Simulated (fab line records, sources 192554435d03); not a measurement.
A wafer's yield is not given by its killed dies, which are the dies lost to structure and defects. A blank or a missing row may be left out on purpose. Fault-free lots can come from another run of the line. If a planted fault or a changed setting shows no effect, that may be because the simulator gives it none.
fab line records	flow n5_finfet
[record] lots = 24	wafers = 72	last_day = 17
route steps=1938 shown BEOL_M3@981 BEOL_M4@1036
lots that met no fault: from a run of the same line without faults
start_h: the number of hours between the record's first day and the start of the first shown wafer of the lot	wait_h: how many hours have passed since the lot's step before this one	" same as the row above	L1.1+2: a row that stands for several wafers	- no value, or no start given	* or withheld: withheld	< > ~ a bound
route shown NAME@n: NAME is a module with steps in the file, n the number in the route of the first one	usual: average and standard deviation across the fault-free wafers	same: alike in all rows	chamber/n: place in a boat	sites: per-site readings	_std_site: how widely they spread, as a standard deviation	_edge_site: the outer-site mean with the inner-site mean subtracted	radius_mm: for every site, how far away it sits from the centre of the wafer	mask NAME#n: copy n	behind: the last tool/chamber to shape the wafer	hold: reason for holding the lot/hours on hold/outcome of the hold	device: transistor that didn't switch, given as n, p or np	end of line: the tests these same wafers got at the end of their route	a step given without rows: its recipe and nothing more	killed: count of dies lost to structure and defects at first sort (not the wafer's yield)	map: the dies of a wafer, with x for killed, . for not killed, _ for no die there
set.NAME: the setting as run; set.NAME@STEP: as run at that earlier step	model.NAME: the simulator's own value behind a step, which no gauge read
steps of the route over a sample of lots; a table a step, a row a wafer
services: the hour from which a tool's chamber was out of use, counted from the record's first day as start_h (under 0 if before that day), plus the number of hours and why
[[steps]]
[step N5_BEOL_M3_ETCH_41]
[recipe] chemistry = CH3F/O2	target = SiCN	target_depth_a = 299	taper_deg = 2	time_s = 52.5	ion_energy_ev = 120	mask_material = TiN	pressure_mtorr = 30	source_w = 395	bias_w = 75	Ar_flow_sccm = 150	CH3F_flow_sccm = 30	O2_flow_sccm = 20
[usual] drypump_motor_current_A = 5.8/0.57	oes_product_au = 0.82/0.086	rf_vpp_V = 296.9/1.3	showerhead_plenum_p_Torr = 1.98/0.046	throttle_valve_pct = 16.22/0.26
lot.wafer	tool	chamber	start_h	wait_h	drypump_motor_current_A	oes_product_au	rf_hours_counter_h	rf_vpp_V	showerhead_plenum_p_Torr	throttle_valve_pct
L074.1	rie_diel-01	3	-	-	6.3	0.74	117	297.0	1.93	16.25
L074.3	"	1	"	"	5.7	0.67	222	296.1	1.89	16.40
L074.6	"	0	"	"	6.0	0.75	-	296.8	2.00	16.40
L075.1	rie_diel-05	0	-	-	6.4	0.80	96	294.8	1.93	16.36
L075.4	"	1	"	"	5.4	0.82	-	298.7	2.04	16.04
L075.5	"	0	"	"	6.4	0.79	-	295.4	1.93	16.35
L077.2	rie_diel-01	1	-	-	5.7	0.66	232	293.8	1.89	16.40
L077.3	"	0	"	"	6.0	0.75	154	297.2	2.00	16.41
L077.6	"	3	"	"	6.3	0.74	-	295.3	1.93	16.27
L076.4	rie_diel-05	2	-	-	5.7	0.88	44	299.8	2.02	15.83
L076.5	"	1	"	"	5.4	0.81	-	297.5	2.04	16.06
L076.6	"	0	"	"	6.4	0.78	-	295.2	1.93	16.36
L078.1	rie_diel-01	3	-	-	6.3	0.74	126	295.0	1.93	16.27
L078.5	"	0	"	"	6.0	0.74	-	298.4	2.00	16.40
L078.6	"	3	"	"	6.3	0.75	-	295.0	1.93	16.26
L079.1	rie_diel-05	3	-	-	5.5	0.97	14	298.0	2.05	16.20
L079.4	"	2	"	"	5.7	0.88	44	296.7	2.02	15.83
L079.5	"	0	"	"	6.4	0.78	-	297.1	1.93	16.36
L081.2	rie_diel-03	1	-	-	4.7	0.89	31	297.7	1.96	16.34
L081.3	"	0	"	"	6.6	0.69	241	297.4	1.99	16.64
L081.6	"	0	"	"	6.5	0.69	-	296.6	1.99	16.64
L080.3	rie_diel-03	1	-	-	4.7	0.90	32	297.7	1.96	16.34
L080.4	"	0	"	"	6.6	0.68	242	298.1	1.99	16.62
L080.5	"	3	"	"	6.4	0.92	-	297.3	1.94	15.72
L082.3	rie_diel-01	0	-	-	6.0	0.74	161	296.4	1.99	16.43
L082.5	"	3	"	"	6.3	0.74	-	297.4	1.93	16.27
L082.6	"	2	"	"	5.6	0.87	-	296.3	1.95	16.13
L083.2	rie_diel-03	0	-	-	6.5	0.69	248	298.3	1.99	16.64
L083.3	"	1	"	"	4.7	0.90	36	297.1	1.96	16.36
L083.5	"	2	"	"	5.2	0.73	-	297.2	1.99	16.52
L084.2	rie_diel-03	1	-	-	4.7	0.90	39	295.9	1.96	16.38
L084.3	"	3	"	"	6.4	0.91	34	295.9	1.94	15.74
L084.5	"	2	"	"	5.2	0.73	-	299.6	1.99	16.55
L085.1	rie_diel-05	0	-	-	6.4	0.76	113	295.9	1.93	16.39
L085.4	"	3	"	"	5.5	0.94	21	296.9	2.05	16.21
L085.5	"	1	"	"	5.4	0.80	-	298.5	2.03	16.07
L086.2	rie_diel-01	2	-	-	5.6	0.87	50	294.8	1.95	16.15
L086.3	"	3	"	"	6.3	0.74	138	297.2	1.93	16.27
L086.6	"	0	"	"	6.0	0.73	-	297.7	1.99	16.44
L088.4	rie_diel-03	1	-	-	4.7	0.87	-	297.9	1.95	16.37
L088.5	"	2	"	"	5.2	0.73	-	295.2	1.99	16.55
L088.6	"	3	"	"	6.4	0.90	-	296.5	1.94	15.76
L087.1	rie_diel-05	2	-	-	5.7	0.85	64	296.7	2.01	15.86
L087.5	"	3	"	"	5.5	0.94	-	298.2	2.04	16.23
L087.6	"	0	"	"	6.4	0.77	-	295.0	1.92	16.40
L089.1	rie_diel-03	1	-	-	4.7	0.87	50	297.3	1.95	16.39
L089.3	"	2	"	"	5.2	0.72	222	298.7	1.98	16.57
L089.5	"	2	"	"	5.2	0.71	-	296.5	1.98	16.56
L090.4	rie_diel-05	3	-	-	5.5	0.93	34	297.6	2.04	16.25
L090.5	"	3	"	"	5.5	0.92	-	299.6	2.04	16.24
L090.6	"	2	"	"	5.7	0.85	-	298.1	2.01	15.86
L091.2	rie_diel-01	0	-	-	6.0	0.73	180	298.8	1.99	16.48
L091.4	"	1	"	"	5.7	0.99	2	300.1	2.13	15.94
L091.6	"	0	"	"	6.0	0.72	-	297.2	1.99	16.45
L092.1	rie_diel-03	3	-	-	6.4	0.90	49	296.2	1.93	15.78
L092.2	"	1	"	"	4.7	0.87	54	296.4	1.95	16.39
L092.3	"	0	"	"	6.5	0.95	8	296.2	1.99	16.15
L093.2	rie_diel-03	0	-	-	6.6	0.95	8	296.6	1.99	16.17
L093.4	"	3	"	"	6.4	0.89	49	295.0	1.93	15.78
L093.5	"	0	"	"	6.5	0.94	-	296.8	1.99	16.17
L094.1	rie_diel-05	3	-	-	5.5	0.92	39	297.8	2.04	16.25
L094.4	"	1	"	"	5.4	0.77	81	298.6	2.03	16.09
L094.5	"	3	"	"	5.5	0.91	-	297.1	2.04	16.25
L095.2	rie_diel-03	0	-	-	6.5	0.93	12	296.0	1.99	16.17
L095.5	"	0	"	"	6.6	0.95	-	295.6	1.99	16.18
L095.6	"	3	"	"	6.4	0.88	-	296.3	1.93	15.78
L096.2	rie_diel-03	1	-	-	4.7	0.86	61	296.7	1.95	16.42
L096.4	"	3	"	"	6.4	0.88	57	296.8	1.93	15.79
L096.5	"	3	"	"	6.4	0.87	-	296.2	1.93	15.77
L097.3	rie_diel-05	0	-	-	6.4	0.75	136	296.1	1.92	16.43
L097.4	"	1	"	"	5.4	0.78	85	297.5	2.03	16.11
L097.5	"	0	"	"	6.4	0.76	-	294.8	1.92	16.42
[step N5_BEOL_M3_SPUTTER_88]
[recipe] material = Cu	target_thk_a = 45	temp_c = -20	chamber_pressure_pa = 0.07	power_w = withheld	time_s = 8.29
[usual] susceptor_temp_C = -19.99/0.11	throttle_valve_pct = 29.8/1.1
lot.wafer	tool	chamber	start_h	wait_h	susceptor_temp_C	throttle_valve_pct
L074.1	pvd_sputter-01	-	152.07	0.1	-19.94	30.3
L074.3	"	-	"	"	-19.99	31.6
L074.6	"	-	"	"	-20.04	30.2
L075.1	pvd_sputter-01	-	169.05	0.1	-20.03	31.6
L075.4	"	-	"	"	-20.08	30.6
L075.5	"	-	"	"	-19.97	28.4
L077.2	pvd_sputter-01	-	177.67	0.1	-20.17	32.1
L077.3	"	-	"	"	-19.99	30.1
L077.6	"	-	"	"	-19.96	31.8
L076.4	pvd_sputter-02	-	178.15	0.1	-19.80	29.9
L076.5	"	-	"	"	-19.97	30.6
L076.6	"	-	"	"	-20.13	30.1
L078.1	pvd_sputter-01	-	180.07	0.1	-19.86	28.1
L078.5	"	-	"	"	-19.98	30.1
L078.6	"	-	"	"	-19.96	28.1
L079.1	pvd_sputter-02	-	180.54	0.1	-20.10	30.0
L079.4	"	-	"	"	-19.79	29.8
L079.5	"	-	"	"	-20.03	30.5
L081.2	pvd_sputter-01	-	183.95	0.1	-19.95	30.6
L081.3	"	-	"	"	-19.71	32.1
L081.6	"	-	"	"	-19.98	30.8
L080.3	pvd_sputter-01	-	190.27	0.1	-19.86	28.3
L080.4	"	-	"	"	-20.09	30.3
L080.5	"	-	"	"	-19.99	30.3
L082.3	pvd_sputter-01	-	203.38	0.1	-20.18	30.3
L082.5	"	-	"	"	-20.11	30.6
L082.6	"	-	"	"	-20.16	30.2
L083.2	pvd_sputter-02	-	208.01	0.1	-20.16	30.1
L083.3	"	-	"	"	-19.89	29.9
L083.5	"	-	"	"	-19.91	29.1
L084.2	pvd_sputter-03	-	218.62	0.1	-20.01	29.7
L084.3	"	-	"	"	-19.82	30.1
L084.5	"	-	"	"	-19.78	27.7
L085.1	pvd_sputter-01	-	222.09	0.1	-19.87	30.1
L085.4	"	-	"	"	-19.98	31.8
L085.5	"	-	"	"	-19.98	32.0
L086.2	pvd_sputter-03	-	224.32	0.1	-19.98	29.1
L086.3	"	-	"	"	-19.97	29.8
L086.6	"	-	"	"	-19.98	30.1
L088.4	pvd_sputter-01	-	232.62	0.1	-19.92	30.1
L088.5	"	-	"	"	-20.06	28.1
L088.6	"	-	"	"	-19.92	30.3
L087.1	pvd_sputter-03	-	241.61	0.1	-19.92	29.8
L087.5	"	-	"	"	-20.04	29.4
L087.6	"	-	"	"	-19.92	27.5
L089.1	pvd_sputter-02	-	250.73	0.1	-19.98	30.6
L089.3	"	-	"	"	-19.86	30.1
L089.5	"	-	"	"	-20.10	29.4
L090.4	pvd_sputter-01	-	257.04	0.1	-20.14	30.6
L090.5	"	-	"	"	-19.82	31.9
L090.6	"	-	"	"	-20.12	28.2
L091.2	pvd_sputter-03	-	258.57	0.1	-19.81	30.2
L091.4	"	-	"	"	-19.91	29.3
L091.6	"	-	"	"	-19.82	30.0
L092.1	pvd_sputter-02	-	264.41	0.1	-19.83	30.0
L092.2	"	-	"	"	-19.92	30.2
L092.3	"	-	"	"	-20.06	29.3
L093.2	pvd_sputter-01	-	264.85	0.1	-19.85	28.2
L093.4	"	-	"	"	-20.03	30.6
L093.5	"	-	"	"	-20.07	28.2
L094.1	pvd_sputter-03	-	274.22	0.1	-20.10	30.3
L094.4	"	-	"	"	-19.92	29.0
L094.5	"	-	"	"	-19.89	27.5
L095.2	pvd_sputter-02	-	279.42	0.1	-19.87	30.2
L095.5	"	-	"	"	-20.03	29.1
L095.6	"	-	"	"	-20.04	30.1
L096.2	pvd_sputter-03	-	290.21	0.1	-20.17	29.6
L096.4	"	-	"	"	-20.16	29.3
L096.5	"	-	"	"	-20.08	29.2
L097.3	pvd_sputter-02	-	291.89	0.1	-19.96	30.6
L097.4	"	-	"	"	-19.98	30.4
L097.5	"	-	"	"	-20.09	29.3
[step N5_BEOL_M3_SPUTTER_92]
[recipe] material = Cu	target_thk_a = 45	temp_c = -20	chamber_pressure_pa = 0.07	power_w = withheld	time_s = 8.29
[usual] susceptor_temp_C = -20.02/0.11	throttle_valve_pct = 29.8/1.1
lot.wafer	tool	chamber	start_h	wait_h	susceptor_temp_C	throttle_valve_pct
L074.1	pvd_sputter-01	-	152.51	0.1	-19.97	30.1
L074.3	"	-	"	"	-19.94	31.8
L074.6	"	-	"	"	-19.81	30.3
L075.1	pvd_sputter-01	-	169.49	0.1	-20.11	31.9
L075.4	"	-	"	"	-20.03	30.5
L075.5	"	-	"	"	-20.04	28.4
L077.2	pvd_sputter-01	-	178.11	0.1	-20.21	31.9
L077.3	"	-	"	"	-19.98	30.4
L077.6	"	-	"	"	-20.07	32.1
L076.4	pvd_sputter-02	-	178.59	0.1	-19.90	30.1
L076.5	"	-	"	"	-19.88	30.4
L076.6	"	-	"	"	-19.88	30.3
L078.1	pvd_sputter-01	-	180.51	0.1	-20.07	28.2
L078.5	"	-	"	"	-20.04	30.5
L078.6	"	-	"	"	-19.96	28.4
L079.1	pvd_sputter-02	-	180.98	0.1	-19.95	30.1
L079.4	"	-	"	"	-20.21	30.1
L079.5	"	-	"	"	-19.85	30.4
L081.2	pvd_sputter-01	-	184.39	0.1	-19.91	30.7
L081.3	"	-	"	"	-20.25	32.0
L081.6	"	-	"	"	-20.13	30.6
L080.3	pvd_sputter-01	-	190.71	0.1	-19.85	28.2
L080.4	"	-	"	"	-20.09	30.6
L080.5	"	-	"	"	-20.00	30.1
L082.3	pvd_sputter-01	-	203.82	0.1	-20.01	29.9
L082.5	"	-	"	"	-20.07	30.7
L082.6	"	-	"	"	-20.05	30.1
L083.2	pvd_sputter-02	-	208.45	0.1	-19.94	30.2
L083.3	"	-	"	"	-19.98	30.0
L083.5	"	-	"	"	-19.86	29.2
L084.2	pvd_sputter-03	-	219.06	0.1	-19.99	29.6
L084.3	"	-	"	"	-19.80	30.0
L084.5	"	-	"	"	-20.09	27.7
L085.1	pvd_sputter-01	-	222.53	0.1	-20.16	30.1
L085.4	"	-	"	"	-19.88	31.8
L085.5	"	-	"	"	-19.76	31.7
L086.2	pvd_sputter-03	-	224.76	0.1	-20.04	28.9
L086.3	"	-	"	"	-20.26	30.0
L086.6	"	-	"	"	-20.01	30.1
L088.4	pvd_sputter-01	-	233.06	0.1	-20.08	30.3
L088.5	"	-	"	"	-20.05	28.1
L088.6	"	-	"	"	-19.89	30.2
L087.1	pvd_sputter-03	-	242.05	0.1	-20.23	30.0
L087.5	"	-	"	"	-19.97	29.4
L087.6	"	-	"	"	-20.01	27.4
L089.1	pvd_sputter-02	-	251.17	0.1	-19.97	30.2
L089.3	"	-	"	"	-20.17	30.1
L089.5	"	-	"	"	-19.89	29.3
L090.4	pvd_sputter-01	-	257.48	0.1	-19.86	30.8
L090.5	"	-	"	"	-20.11	31.8
L090.6	"	-	"	"	-19.98	28.1
L091.2	pvd_sputter-03	-	259.01	0.1	-20.15	30.0
L091.4	"	-	"	"	-20.03	29.1
L091.6	"	-	"	"	-20.00	30.2
L092.1	pvd_sputter-02	-	264.85	0.1	-20.00	29.9
L092.2	"	-	"	"	-20.09	30.2
L092.3	"	-	"	"	-19.97	29.3
L093.2	pvd_sputter-01	-	265.29	0.1	-20.00	28.4
L093.4	"	-	"	"	-20.03	30.6
L093.5	"	-	"	"	-19.96	28.0
L094.1	pvd_sputter-03	-	274.66	0.1	-19.88	30.1
L094.4	"	-	"	"	-20.24	29.0
L094.5	"	-	"	"	-20.00	27.7
L095.2	pvd_sputter-02	-	279.86	0.1	-20.04	30.0
L095.5	"	-	"	"	-19.99	29.4
L095.6	"	-	"	"	-20.01	30.1
L096.2	pvd_sputter-03	-	290.65	0.1	-20.05	29.4
L096.4	"	-	"	"	-19.92	28.9
L096.5	"	-	"	"	-19.94	29.3
L097.3	pvd_sputter-02	-	292.33	0.1	-20.01	30.6
L097.4	"	-	"	"	-19.96	30.4
L097.5	"	-	"	"	-20.05	29.1
[step N5_BEOL_M3_ANNEAL_93]
[recipe] temp_c = 400	time_s = 240	ambient = vacuum
[usual] heater_power_w = 823/78	susceptor_temp_C = 400.02/0.23
lot.wafer	tool	chamber	start_h	wait_h	heater_power_w	susceptor_temp_C
L074.1	pvd_sputter-01	-	152.59	0.0	867	399.93
L074.3	"	-	"	"	867	400.08
L074.6	"	-	"	"	864	399.65
L075.1	pvd_sputter-01	-	169.57	0.0	860	400.16
L075.4	"	-	"	"	889	399.82
L075.5	"	-	"	"	880	399.98
L077.2	pvd_sputter-01	-	178.19	0.0	854	400.25
L077.3	"	-	"	"	850	399.91
L077.6	"	-	"	"	868	400.26
L076.4	pvd_sputter-02	-	178.67	0.0	646	400.29
L076.5	"	-	"	"	735	400.17
L076.6	"	-	"	"	880	400.12
L078.1	pvd_sputter-01	-	180.59	0.0	878	399.60
L078.5	"	-	"	"	872	399.93
L078.6	"	-	"	"	877	400.10
L079.1	pvd_sputter-02	-	181.06	0.0	641	399.76
L079.4	"	-	"	"	889	400.11
L079.5	"	-	"	"	727	400.27
L081.2	pvd_sputter-01	-	184.47	0.0	891	399.80
L081.3	"	-	"	"	859	399.95
L081.6	"	-	"	"	873	399.96
L080.3	pvd_sputter-01	-	190.79	0.0	878	399.87
L080.4	"	-	"	"	837	400.23
L080.5	"	-	"	"	872	400.44
L082.3	pvd_sputter-01	-	203.90	0.0	844	399.91
L082.5	"	-	"	"	883	399.89
L082.6	"	-	"	"	875	399.82
L083.2	pvd_sputter-02	-	208.53	0.0	653	399.95
L083.3	"	-	"	"	886	399.97
L083.5	"	-	"	"	835	399.76
L084.2	pvd_sputter-03	-	219.14	0.0	785	400.27
L084.3	"	-	"	"	809	400.23
L084.5	"	-	"	"	686	400.14
L085.1	pvd_sputter-01	-	222.61	0.0	865	400.12
L085.4	"	-	"	"	892	400.36
L085.5	"	-	"	"	853	400.32
L086.2	pvd_sputter-03	-	224.84	0.0	905	400.26
L086.3	"	-	"	"	797	400.44
L086.6	"	-	"	"	800	400.27
L088.4	pvd_sputter-01	-	233.14	0.0	844	399.86
L088.5	"	-	"	"	891	400.52
L088.6	"	-	"	"	853	400.30
L087.1	pvd_sputter-03	-	242.13	0.0	807	400.15
L087.5	"	-	"	"	787	400.27
L087.6	"	-	"	"	691	400.00
L089.1	pvd_sputter-02	-	251.25	0.0	721	400.21
L089.3	"	-	"	"	624	399.83
L089.5	"	-	"	"	861	399.83
L090.4	pvd_sputter-01	-	257.56	0.0	879	400.14
L090.5	"	-	"	"	861	400.23
L090.6	"	-	"	"	905	399.97
L091.2	pvd_sputter-03	-	259.09	0.0	802	400.03
L091.4	"	-	"	"	910	400.33
L091.6	"	-	"	"	815	400.35
L092.1	pvd_sputter-02	-	264.93	0.0	858	400.10
L092.2	"	-	"	"	651	400.03
L092.3	"	-	"	"	853	399.86
L093.2	pvd_sputter-01	-	265.37	0.0	882	399.47
L093.4	"	-	"	"	909	400.09
L093.5	"	-	"	"	874	399.84
L094.1	pvd_sputter-03	-	274.74	0.0	782	399.79
L094.4	"	-	"	"	902	400.39
L094.5	"	-	"	"	678	400.29
L095.2	pvd_sputter-02	-	279.94	0.0	654	399.82
L095.5	"	-	"	"	855	399.52
L095.6	"	-	"	"	658	399.62
L096.2	pvd_sputter-03	-	290.73	0.0	788	399.91
L096.4	"	-	"	"	898	399.91
L096.5	"	-	"	"	918	400.34
L097.3	pvd_sputter-02	-	292.41	0.0	734	400.21
L097.4	"	-	"	"	642	400.06
L097.5	"	-	"	"	866	400.35
[step N5_BEOL_M3_ANNEAL_51]
[recipe] temp_c = 225	time_s = 90	ambient = N2
[usual] wafer_temp_C_max = 226.44/0.29
lot.wafer	tool	chamber	start_h	wait_h	wafer_temp_C_max
L074.1	rtp_anneal-01	0	153.14	0.1	226.49
L074.3	"	0	"	"	226.30
L074.6	"	0	"	"	226.50
L075.1	rtp_anneal-02	0	170.37	0.3	226.34
L075.4	"	0	"	"	226.09
L075.5	"	0	"	"	226.15
L077.2	rtp_anneal-01	0	178.79	0.1	226.22
L077.3	"	0	"	"	226.90
L077.6	"	0	"	"	226.25
L076.4	rtp_anneal-02	0	179.49	0.3	226.48
L076.5	"	0	"	"	226.64
L076.6	"	0	"	"	226.84
L078.1	rtp_anneal-01	0	181.15	0.1	226.01
L078.5	"	0	"	"	225.96
L078.6	"	0	"	"	226.24
L079.1	rtp_anneal-02	0	181.90	0.3	226.63
L079.4	"	0	"	"	226.03
L079.5	"	0	"	"	226.24
L081.2	rtp_anneal-02	0	185.13	0.2	226.48
L081.3	"	0	"	"	226.51
L081.6	"	0	"	"	226.58
L080.3	rtp_anneal-02	0	191.44	0.1	226.09
L080.4	"	0	"	"	226.20
L080.5	"	0	"	"	225.83
L082.3	rtp_anneal-01	0	204.55	0.1	226.67
L082.5	"	0	"	"	225.97
L082.6	"	0	"	"	226.49
L083.2	rtp_anneal-01	0	209.13	0.1	226.18
L083.3	"	0	"	"	226.48
L083.5	"	0	"	"	226.20
L084.2	rtp_anneal-02	0	219.75	0.1	226.26
L084.3	"	0	"	"	226.48
L084.5	"	0	"	"	226.59
L085.1	rtp_anneal-02	0	223.17	0.1	226.98
L085.4	"	0	"	"	226.24
L085.5	"	0	"	"	226.55
L086.2	rtp_anneal-01	0	225.45	0.1	226.90
L086.3	"	0	"	"	226.17
L086.6	"	0	"	"	226.20
L088.4	rtp_anneal-02	0	234.07	0.4	226.16
L088.5	"	0	"	"	226.38
L088.6	"	0	"	"	226.24
L087.1	rtp_anneal-02	0	242.68	0.1	226.49
L087.5	"	0	"	"	226.12
L087.6	"	0	"	"	226.17
L089.1	rtp_anneal-01	0	251.81	0.1	226.09
L089.3	"	0	"	"	226.78
L089.5	"	0	"	"	226.17
L090.4	rtp_anneal-02	0	260.34	2.3	226.28
L090.5	"	0	"	"	226.56
L090.6	"	0	"	"	226.49
L091.2	rtp_anneal-01	0	260.98	1.4	226.28
L091.4	"	0	"	"	226.82
L091.6	"	0	"	"	226.74
L092.1	rtp_anneal-02	0	265.49	0.1	226.48
L092.2	"	0	"	"	226.68
L092.3	"	0	"	"	226.87
L093.2	rtp_anneal-01	0	265.98	0.1	226.35
L093.4	"	0	"	"	226.20
L093.5	"	0	"	"	226.54
L094.1	rtp_anneal-02	0	275.30	0.1	226.70
L094.4	"	0	"	"	227.10
L094.5	"	0	"	"	226.63
L095.2	rtp_anneal-01	0	280.54	0.1	226.68
L095.5	"	0	"	"	226.88
L095.6	"	0	"	"	226.31
L096.2	rtp_anneal-02	0	291.33	0.1	226.27
L096.4	"	0	"	"	226.59
L096.5	"	0	"	"	226.32
L097.3	rtp_anneal-01	0	293.22	0.2	226.55
L097.4	"	0	"	"	226.58
L097.5	"	0	"	"	226.10
[step N5_BEOL_M4_INSPECT_13]
[recipe] mode = adi	inspect_instrument = brightfield
[usual] raw_defect_count = 448/96
lot.wafer	tool	chamber	start_h	wait_h	raw_defect_count
L074.1	defect_inspect-01	-	155.28	0.1	600
L074.3	"	-	"	"	418
L074.6	"	-	"	"	404
L075.1	defect_inspect-01	-	174.24	0.1	613
L075.4	"	-	"	"	569
L075.5	"	-	"	"	556
L077.2	defect_inspect-01	-	182.12	0.0	480
L077.3	"	-	"	"	342
L077.6	"	-	"	"	460
L076.4	defect_inspect-01	-	182.29	0.0	517
L076.5	"	-	"	"	504
L076.6	"	-	"	"	483
L078.1	defect_inspect-01	-	182.74	0.1	429
L078.5	"	-	"	"	438
L078.6	"	-	"	"	415
L079.1	defect_inspect-01	-	185.40	0.1	537
L079.4	"	-	"	"	526
L079.5	"	-	"	"	514
L081.2	defect_inspect-01	-	188.63	0.0	568
L081.3	"	-	"	"	693
L081.6	"	-	"	"	548
L080.3	defect_inspect-02	-	195.18	0.0	441
L080.4	"	-	"	"	556
L080.5	"	-	"	"	543
L082.3	defect_inspect-02	-	206.59	0.0	483
L082.5	"	-	"	"	477
L082.6	"	-	"	"	483
L083.2	defect_inspect-01	-	211.17	0.0	480
L083.3	"	-	"	"	505
L083.5	"	-	"	"	615
L084.2	defect_inspect-01	-	225.66	0.0	413
L084.3	"	-	"	"	513
L084.5	"	-	"	"	399
L085.1	defect_inspect-02	-	225.97	0.1	355
L085.4	"	-	"	"	255
L085.5	"	-	"	"	330
L086.2	defect_inspect-02	-	227.83	0.0	317
L086.3	"	-	"	"	611
L086.6	"	-	"	"	592
L088.4	defect_inspect-01	-	235.74	0.0	360
L088.5	"	-	"	"	305
L088.6	"	-	"	"	416
L087.1	defect_inspect-01	-	245.77	0.1	350
L087.5	"	-	"	"	420
L087.6	"	-	"	"	405
L089.1	defect_inspect-01	-	254.05	0.1	446
L089.3	"	-	"	"	355
L089.5	"	-	"	"	520
L090.4	defect_inspect-02	-	261.84	0.0	432
L090.5	"	-	"	"	443
L090.6	"	-	"	"	342
L091.2	defect_inspect-01	-	262.55	0.0	367
L091.4	"	-	"	"	489
L091.6	"	-	"	"	269
L092.1	defect_inspect-01	-	267.58	0.1	427
L092.2	"	-	"	"	388
L092.3	"	-	"	"	446
L093.2	defect_inspect-02	-	268.09	0.0	383
L093.4	"	-	"	"	275
L093.5	"	-	"	"	432
L094.1	defect_inspect-01	-	281.17	0.1	607
L094.4	"	-	"	"	347
L094.5	"	-	"	"	555
L095.2	defect_inspect-01	-	284.27	0.0	509
L095.5	"	-	"	"	563
L095.6	"	-	"	"	563
L096.2	defect_inspect-02	-	293.71	0.0	312
L096.4	"	-	"	"	454
L096.5	"	-	"	"	376
L097.3	defect_inspect-02	-	295.20	0.0	339
L097.4	"	-	"	"	339
L097.5	"	-	"	"	436
[[services]]
tool	chamber	start_h	hours	kind
rie_diel-03	3	130.46	6.6	repair
rie_diel-05	3	157.68	15.8	repair
pvd_sputter-01	-	166.67	1.7	repair
rie_diel-03	0	214.92	-	clean
rie_diel-03	0	214.92	-	consumable_replace:focus_ring
rie_diel-03	0	214.92	18.6	scheduled_down
rie_diel-03	0	214.92	18.6	vent_cycle
rie_diel-05	3	215.50	3.4	repair
rie_diel-05	1	223.62	5.1	repair
rie_diel-01	1	235.70	-	clean
rie_diel-01	1	235.70	-	consumable_replace:focus_ring
rie_diel-01	1	235.70	-	consumable_replace:showerhead
rie_diel-01	1	235.70	14.6	scheduled_down
rie_diel-01	1	235.70	14.6	vent_cycle
rie_diel-01	3	248.54	4.6	repair
rtp_anneal-01	-	255.36	3.8	pm
rie_diel-03	-	271.79	0.6	repair
pvd_sputter-03	-	277.53	2.1	repair
[[key]]
fault none
